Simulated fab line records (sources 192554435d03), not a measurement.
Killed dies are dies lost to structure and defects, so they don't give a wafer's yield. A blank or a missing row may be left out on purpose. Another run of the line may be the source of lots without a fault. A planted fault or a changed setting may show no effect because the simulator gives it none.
The tool behind it: which one?	flow n5-finfet	Sampling: 20 lots, 60 wafers, 6 of 1938 route steps

== WHAT THE GAUGES SHOWED, per wafer ==
Not one reading of a measure or inspect step in the record can be checked against a usual standard deviation.

== TOOL THAT RAN EACH LOT (tool first, then ch and the chambers of the sampled wafers, then the start) ==
lot	N5_BEOL_M10_STRIP_67	N5_BEOL_M10_VIA_ETCH_34	N5_BEOL_M10_ETCH_41	N5_BEOL_M10_STRIP_77	N5_BEOL_M11_STRIP_67	N5_BEOL_M11_HM_OPEN_17
L074	rie-diel-06 ch 0,2,3, day 10 14:56	rie-diel-01 ch 0,2,3, day 10 15:52	rie-diel-01 ch 0,2,3, day 10 21:29 or earlier	rie-diel-01 ch 0,2,3, day 10 21:29 or earlier	rie-diel-05 ch 0,2,3, day 10 21:29	rie-metal-03 ch 0,1, day 10 21:31
L075	rie-diel-03 ch 1,2,3, day 11 02:14	rie-diel-03 ch 1,2,3, day 11 04:37	rie-diel-03 ch 1,2,3, day 11 09:35 or earlier	rie-diel-03 ch 1,2,3, day 11 09:35 or earlier	rie-diel-02 ch 0,2,3, day 11 09:35	rie-metal-03 ch 0,1, day 11 09:38
L079	rie-diel-01 ch 0,1,3, day 11 12:54	rie-diel-03 ch 0,1,2, day 11 14:09	rie-diel-03 ch 0,1,2, day 11 19:37 or earlier	rie-diel-03 ch 0,1,2, day 11 19:37 or earlier	rie-diel-05 ch 0,1,3, day 11 19:37	rie-metal-03 ch 0,1, day 11 19:40
L077	rie-diel-01 ch 1,2,3, day 11 13:22	rie-diel-06 ch 0,1, day 11 14:22	rie-diel-06 ch 0,1, day 11 20:07 or earlier	rie-diel-06 ch 0,1, day 11 20:07 or earlier	rie-diel-05 ch 0,1,2, day 11 20:07	rie-metal-03 ch 0,1, day 11 20:09
L078	rie-diel-06 ch 0,2, day 11 13:28	rie-diel-03 ch 0,2,3, day 11 14:45	rie-diel-03 ch 0,2,3, day 11 19:52 or earlier	rie-diel-03 ch 0,2,3, day 11 19:52 or earlier	rie-diel-04 ch 0,2,3, day 11 19:52	rie-metal-01 ch 0, day 11 19:54
L080	rie-diel-06 ch 1,3, day 12 04:00	rie-diel-06 ch 0,3, day 12 07:31	rie-diel-06 ch 0,3, day 12 14:19 or earlier	rie-diel-06 ch 0,3, day 12 14:19 or earlier	rie-diel-02 ch 0,2, day 12 14:19	rie-metal-01 ch 0, day 12 14:22
L083	rie-diel-06 ch 0,1, day 12 06:04	rie-diel-01 ch 0,1,3, day 12 08:03	rie-diel-01 ch 0,1,3, day 12 14:45 or earlier	rie-diel-01 ch 0,1,3, day 12 14:45 or earlier	rie-diel-04 ch 0,1,3, day 12 14:45	rie-metal-01 ch 0,1, day 12 14:47
L081	rie-diel-03 ch 0,1,3, day 12 06:14	rie-diel-06 ch 1,2,3, day 12 08:23	rie-diel-06 ch 1,2,3, day 12 15:02 or earlier	rie-diel-06 ch 1,2,3, day 12 15:02 or earlier	rie-diel-04 ch 0,1,3, day 12 15:02	rie-metal-02 ch 0,1, day 12 15:05
L084	rie-diel-01 ch 0,1, day 12 16:17	rie-diel-01 ch 1,2,3, day 12 17:05	rie-diel-01 ch 1,2,3, day 12 22:04 or earlier	rie-diel-01 ch 1,2,3, day 12 22:04 or earlier	rie-diel-04 ch 0,3, day 12 22:04	rie-metal-02 ch 0, day 12 22:08
L085	rie-diel-01 ch 2,3, day 12 22:44	rie-diel-06 ch 1,2,3, day 13 04:46	rie-diel-06 ch 1,2,3, day 13 10:04 or earlier	rie-diel-06 ch 1,2,3, day 13 10:04 or earlier	rie-diel-04 ch 2,3, day 13 10:04	rie-metal-01 ch 0,1, day 13 10:12
L087	rie-diel-03 ch 1,2,3, day 13 20:55	rie-diel-01 ch 0,3, day 13 22:34	rie-diel-01 ch 0,3, day 14 03:42 or earlier	rie-diel-01 ch 0,3, day 14 03:42 or earlier	rie-diel-04 ch 2,3, day 14 03:42	rie-metal-03 ch 0, day 14 03:44
L086	rie-diel-01 ch 1,2,3, day 13 20:57	rie-diel-03 ch 0,2,3, day 13 23:07	rie-diel-03 ch 0,2,3, day 14 06:10 or earlier	rie-diel-03 ch 0,2,3, day 14 06:10 or earlier	rie-diel-02 ch 0,1,3, day 14 06:10	rie-metal-02 ch 0,1, day 14 06:12
L088	rie-diel-06 ch 2,3, day 14 07:15	rie-diel-03 ch 0,2,3, day 14 11:19	rie-diel-03 ch 0,2,3, day 14 16:26 or earlier	rie-diel-03 ch 0,2,3, day 14 16:26 or earlier	rie-diel-04 ch 0,1,2, day 14 16:26	rie-metal-01 ch 0,1, day 14 16:29
L090	rie-diel-03 ch 0,1, day 14 16:45	rie-diel-03 ch 0,1,3, day 14 20:10	rie-diel-03 ch 0,1,3, day 15 01:28 or earlier	rie-diel-03 ch 0,1,3, day 15 01:28 or earlier	rie-diel-04 ch 1,3, day 15 01:28	rie-metal-02 ch 1, day 15 01:30
L093	rie-diel-01 ch 0,2, day 15 01:17	rie-diel-01 ch 0,2,3, day 15 02:17	rie-diel-01 ch 0,2,3, day 15 09:31 or earlier	rie-diel-01 ch 0,2,3, day 15 09:31 or earlier	rie-diel-05 ch 0,1,3, day 15 09:31	rie-metal-01 ch 0,1, day 15 09:36
L092	rie-diel-01 ch 1,2,3, day 15 12:14	rie-diel-03 ch 0,1,2, day 15 13:20	rie-diel-03 ch 0,1,2, day 15 22:14 or earlier	rie-diel-03 ch 0,1,2, day 15 22:14 or earlier	rie-diel-02 ch 0,2,3, day 15 22:14	rie-metal-01 ch 0, day 15 22:20
L094	rie-diel-03 ch 0,2,3, day 15 22:44	rie-diel-01 ch 1,2,3, day 16 02:13	rie-diel-01 ch 1,2,3, day 16 09:01 or earlier	rie-diel-01 ch 1,2,3, day 16 09:01 or earlier	rie-diel-04 ch 2,3, day 16 09:01	rie-metal-02 ch 0,1, day 16 09:03
L095	rie-diel-01 ch 0,1,3, day 16 07:16	rie-diel-06 ch 0,2,3, day 16 08:34	rie-diel-06 ch 0,2,3, day 16 15:42 or earlier	rie-diel-06 ch 0,2,3, day 16 15:42 or earlier	rie-diel-05 ch 0,1, day 16 15:42	rie-metal-03 ch 0,1, day 16 15:44
L096	rie-diel-01 ch 1,2,3, day 16 07:58	rie-diel-03 ch 0,2,3, day 16 11:21	rie-diel-03 ch 0,2,3, day 16 18:59 or earlier	rie-diel-03 ch 0,2,3, day 16 18:59 or earlier	rie-diel-02 ch 1,2, day 16 18:59	rie-metal-02 ch 0,1, day 16 19:02
L097	rie-diel-03 ch 0,2,3, day 16 11:07	rie-diel-06 ch 0,2,3, day 16 14:22	rie-diel-06 ch 0,2,3, day 16 20:49 or earlier	rie-diel-06 ch 0,2,3, day 16 20:49 or earlier	rie-diel-02 ch 0,1,3, day 16 20:49	rie-metal-01 ch 0,1, day 16 20:51
- N5_BEOL_M10_STRIP_67: strips in CF4.
- N5_BEOL_M10_VIA_ETCH_34: etches SiCOH lowk in C4F6/O2, target depth 184.5 nm, time 69.2 s.
- N5_BEOL_M10_ETCH_41: etches SiCN in CH3F/O2, target depth 42.6 nm, time 86 s.
- N5_BEOL_M10_STRIP_77: strips in N2/H2, time 10 s.
- N5_BEOL_M11_STRIP_67: strips in CF4.
- N5_BEOL_M11_HM_OPEN_17: chemistry Cl2/BCl3, target TiN, target depth 20 nm, overetch 6 nm.

== AS READ BY THE TOOLS THEMSELVES (means over the sampled wafers that have a number; for cases with no such wafer, the mark the record gives instead) ==
N5_BEOL_M10_STRIP_67. Usual: drypump-motor-current-A 5.8 A, standard deviation 0.53; oes-product-au 0.80 a.u., standard deviation 0.082; rf-vpp-V 272.0 V, standard deviation 1.3; showerhead-plenum-p-Torr 1.83 Torr, standard deviation 0.058; throttle-valve-pct 13.51 %, standard deviation 0.22.
lot	tool	drypump-motor-current-A (A)	oes-product-au (a.u.)	rf-vpp-V (V)	showerhead-plenum-p-Torr (Torr)	throttle-valve-pct (%)	flag
L074	rie-diel-06	5.8	0.86	272.6	1.84	13.41	
L075	rie-diel-03	5.5	0.76	270.9	1.79	13.69	
L079	rie-diel-01	6.2	0.87	273.0	1.87	13.31	
L077	rie-diel-01	5.8	0.88	272.8	1.88	13.29	
L078	rie-diel-06	5.9	0.77	271.2	1.82	13.55	
L080	rie-diel-06	6.2	0.77	272.6	1.85	13.59	
L083	rie-diel-06	6.3	0.69	272.5	1.83	13.71	
L081	rie-diel-03	5.6	0.77	272.0	1.79	13.57	
L084	rie-diel-01	6.0	0.86	273.2	1.89	13.27	
L085	rie-diel-01	5.6	0.82	272.4	1.87	13.43	
L087	rie-diel-03	5.5	0.74	271.4	1.79	13.76	
L086	rie-diel-01	5.8	0.85	272.7	1.87	13.34	
L088	rie-diel-06	6.0	0.89	272.3	1.80	13.28	
L090	rie-diel-03	5.3	0.77	271.8	1.82	13.54	
L093	rie-diel-01	5.9	0.74	272.0	1.85	13.55	
L092	rie-diel-01	5.8	0.83	273.0	1.87	13.37	
L094	rie-diel-03	5.4	0.77	270.5	1.77	13.65	
L095	rie-diel-01	6.2	0.80	272.6	1.86	13.41	
L096	rie-diel-01	5.8	0.82	271.8	1.87	13.38	
L097	rie-diel-03	5.4	0.76	270.3	1.76	13.67	

N5_BEOL_M10_VIA_ETCH_34. Usual: drypump-motor-current-A 5.8 A, standard deviation 0.54; oes-product-au 0.82 a.u., standard deviation 0.087; rf-vpp-V 665 V, standard deviation 13; showerhead-plenum-p-Torr 2.90 Torr, standard deviation 0.081; throttle-valve-pct 20.83 %, standard deviation 0.24.
lot	tool	drypump-motor-current-A (A)	oes-product-au (a.u.)	rf-vpp-V (V)	showerhead-plenum-p-Torr (Torr)	throttle-valve-pct (%)	flag
L074	rie-diel-01	6.0	0.84	671	2.95	20.70	
L075	rie-diel-03	5.5	0.76	657	2.86	21.07	
L079	rie-diel-03	5.2	0.78	663	2.89	20.91	
L077	rie-diel-06	6.3	0.69	689	2.92	20.96	
L078	rie-diel-03	5.4	0.81	661	2.84	20.98	
L080	rie-diel-06	5.5	0.82	666	2.98	20.85	
L083	rie-diel-01	6.2	0.85	665	2.97	20.65	
L081	rie-diel-06	6.1	0.84	664	2.91	20.77	
L084	rie-diel-01	5.9	0.87	665	2.97	20.65	
L085	rie-diel-06	6.1	0.84	665	2.91	20.78	
L087	rie-diel-01	6.5	0.83	673	2.90	20.67	
L086	rie-diel-03	5.4	0.79	661	2.83	21.01	
L088	rie-diel-03	5.4	0.79	660	2.83	21.02	
L090	rie-diel-03	5.6	0.75	665	2.83	20.88	
L093	rie-diel-01	6.0	0.78	670	2.94	20.75	
L092	rie-diel-03	5.2	0.74	663	2.87	20.95	
L094	rie-diel-01	5.9	0.83	664	2.96	20.69	
L095	rie-diel-06	5.8	0.88	663	2.90	20.72	
L096	rie-diel-03	5.4	0.77	660	2.82	21.05	
L097	rie-diel-06	5.8	0.88	663	2.90	20.73	

N5_BEOL_M10_ETCH_41. Usual: drypump-motor-current-A 5.8 A, standard deviation 0.54; oes-product-au 0.82 a.u., standard deviation 0.086; rf-vpp-V 298.1 V, standard deviation 1.4; showerhead-plenum-p-Torr 2.04 Torr, standard deviation 0.06; throttle-valve-pct 16.23 %, standard deviation 0.24.
lot	tool	drypump-motor-current-A (A)	oes-product-au (a.u.)	rf-vpp-V (V)	showerhead-plenum-p-Torr (Torr)	throttle-valve-pct (%)	flag
L074	rie-diel-01	6.0	0.83	298.6	2.08	16.09	
L075	rie-diel-03	5.5	0.76	297.9	2.01	16.47	
L079	rie-diel-03	5.2	0.78	298.2	2.03	16.33	
L077	rie-diel-06	6.3	0.70	299.1	2.06	16.46	
L078	rie-diel-03	5.4	0.81	297.1	2.00	16.37	
L080	rie-diel-06	5.5	0.82	299.5	2.10	16.25	
L083	rie-diel-01	6.2	0.85	298.5	2.09	16.05	
L081	rie-diel-06	6.1	0.84	298.1	2.05	16.19	
L084	rie-diel-01	5.9	0.88	299.4	2.09	16.03	
L085	rie-diel-06	6.1	0.84	298.1	2.05	16.21	
L087	rie-diel-01	6.5	0.81	298.2	2.04	16.10	
L086	rie-diel-03	5.4	0.79	297.1	1.99	16.41	
L088	rie-diel-03	5.4	0.77	296.7	1.99	16.42	
L090	rie-diel-03	5.5	0.75	297.4	1.99	16.33	
L093	rie-diel-01	6.0	0.78	298.7	2.06	16.18	
L092	rie-diel-03	5.2	0.75	298.3	2.02	16.41	
L094	rie-diel-01	5.9	0.83	299.3	2.08	16.09	
L095	rie-diel-06	5.8	0.88	298.6	2.04	16.08	
L096	rie-diel-03	5.4	0.77	296.7	1.98	16.45	
L097	rie-diel-06	5.8	0.87	297.8	2.04	16.09	

N5_BEOL_M10_STRIP_77. Usual: drypump-motor-current-A 5.8 A, standard deviation 0.55; oes-product-au 0.82 a.u., standard deviation 0.087; rf-vpp-V 59.4 V, standard deviation 0.89; showerhead-plenum-p-Torr 2.58 Torr, standard deviation 0.079; temp-c 40.02 C, standard deviation 0.12; throttle-valve-pct 23.5 %, standard deviation 0.33.
lot	tool	drypump-motor-current-A (A)	oes-product-au (a.u.)	rf-vpp-V (V)	showerhead-plenum-p-Torr (Torr)	temp-c (C)	throttle-valve-pct (%)	flag
L074	rie-diel-01	6.0	0.84	59.0	2.65	40.01	23.4	
L075	rie-diel-03	5.5	0.77	58.9	2.54	40.01	23.8	
L079	rie-diel-03	5.2	0.78	60.3	2.58	40.06	23.8	
L077	rie-diel-06	6.3	0.69	59.2	2.61	40.03	23.5	
L078	rie-diel-03	5.4	0.80	60.0	2.52	40.08	23.6	
L080	rie-diel-06	5.5	0.82	59.9	2.66	40.03	23.6	
L083	rie-diel-01	6.2	0.86	59.9	2.64	40.01	23.2	
L081	rie-diel-06	6.1	0.85	59.3	2.60	40.07	23.4	
L084	rie-diel-01	5.8	0.87	59.6	2.65	40.05	23.3	
L085	rie-diel-06	6.1	0.84	58.6	2.60	40.00	23.5	
L087	rie-diel-01	6.5	0.81	60.2	2.60	40.06	23.4	
L086	rie-diel-03	5.4	0.79	58.6	2.51	40.02	23.7	
L088	rie-diel-03	5.4	0.78	58.9	2.51	39.88	23.7	
L090	rie-diel-03	5.5	0.75	59.1	2.52	39.91	23.5	
L093	rie-diel-01	6.0	0.78	59.7	2.63	40.00	23.5	
L092	rie-diel-03	5.2	0.75	59.7	2.57	39.86	23.8	
L094	rie-diel-01	5.9	0.83	60.0	2.64	40.07	23.3	
L095	rie-diel-06	5.8	0.88	59.5	2.58	40.06	23.5	
L096	rie-diel-03	5.4	0.77	58.7	2.51	39.97	23.7	
L097	rie-diel-06	5.8	0.88	59.9	2.58	40.06	23.5	

N5_BEOL_M11_STRIP_67. Usual: drypump-motor-current-A 5.6 A, standard deviation 0.41; oes-product-au 0.80 a.u., standard deviation 0.071; rf-vpp-V 271.4 V, standard deviation 1.2; showerhead-plenum-p-Torr 1.81 Torr, standard deviation 0.042; throttle-valve-pct 13.56 %, standard deviation 0.22.
lot	tool	drypump-motor-current-A (A)	oes-product-au (a.u.)	rf-vpp-V (V)	showerhead-plenum-p-Torr (Torr)	throttle-valve-pct (%)	flag
L074	rie-diel-05	5.8	0.82	271.6	1.81	13.55	
L075	rie-diel-02	5.4	0.78	272.7	1.85	13.53	
L079	rie-diel-05	5.8	0.77	271.5	1.79	13.60	
L077	rie-diel-05	5.8	0.77	272.3	1.81	13.64	
L078	rie-diel-04	6.0	0.81	270.9	1.81	13.58	
L080	rie-diel-02	5.4	0.84	272.3	1.87	13.35	
L083	rie-diel-04	5.7	0.82	270.2	1.78	13.47	
L081	rie-diel-04	5.6	0.82	270.8	1.78	13.47	
L084	rie-diel-04	5.8	0.77	270.4	1.79	13.52	
L085	rie-diel-04	5.9	0.82	270.6	1.83	13.69	
L087	rie-diel-04	6.1	0.82	271.3	1.83	13.70	
L086	rie-diel-02	5.1	0.82	272.0	1.86	13.46	
L088	rie-diel-04	5.9	0.80	271.3	1.78	13.49	
L090	rie-diel-04	5.6	0.83	271.1	1.80	13.59	
L093	rie-diel-05	5.8	0.75	270.1	1.79	13.67	
L092	rie-diel-02	5.4	0.76	272.7	1.84	13.61	
L094	rie-diel-04	6.1	0.80	271.1	1.82	13.73	
L095	rie-diel-05	6.0	0.70	271.0	1.81	13.86	
L096	rie-diel-02	5.1	0.81	271.5	1.81	13.43	
L097	rie-diel-02	5.2	0.79	272.6	1.85	13.51	

N5_BEOL_M11_HM_OPEN_17. Usual: drypump-motor-current-A 5.8 A, standard deviation 0.39; oes-product-au 0.64 a.u., standard deviation 0.063; throttle-valve-pct 22.23 %, standard deviation 0.27.
lot	tool	drypump-motor-current-A (A)	oes-product-au (a.u.)	throttle-valve-pct (%)	flag
L074	rie-metal-03	6.1	0.68	22.11	
L075	rie-metal-03	6.1	0.68	22.11	
L079	rie-metal-03	6.1	0.68	22.11	
L077	rie-metal-03	6.4	0.70	22.14	
L078	rie-metal-01	5.7	0.70	21.91	
L080	rie-metal-01	5.7	0.70	21.91	
L083	rie-metal-01	5.8	0.64	22.19	
L081	rie-metal-02	5.5	0.63	22.28	
L084	rie-metal-02	5.6	0.64	22.38	
L085	rie-metal-01	5.8	0.64	22.18	
L087	rie-metal-03	6.7	0.69	22.18	
L086	rie-metal-02	5.4	0.59	22.21	
L088	rie-metal-01	6.0	0.58	22.50	
L090	rie-metal-02	5.3	0.57	22.13	
L093	rie-metal-01	5.8	0.63	22.21	
L092	rie-metal-01	5.7	0.68	21.92	
L094	rie-metal-02	5.4	0.58	22.24	
L095	rie-metal-03	6.4	0.68	22.16	
L096	rie-metal-02	5.5	0.60	22.31	
L097	rie-metal-01	5.8	0.72	22.06	

== THE ANSWER, worked out from the rows above alone ==
Rule: lot off if the mean of its wafers having a number is beyond 3 standard deviations from the usual mean. Also off: a lot with no number at a reading for which 4 or more lots have one. The other lots that the step has rows for count as sound. The gauges are gone through in route order, then the tools' own readings, and for those a lot's mean is taken as printed above. The first step at which some lot is off is used, and at that step the reading that is off furthest; a lot without a number counts as furthest.
No lot is off on any of the readings shown, so nothing can be concluded from this.

== WHAT THE SIMULATOR HAD PUT IN ==
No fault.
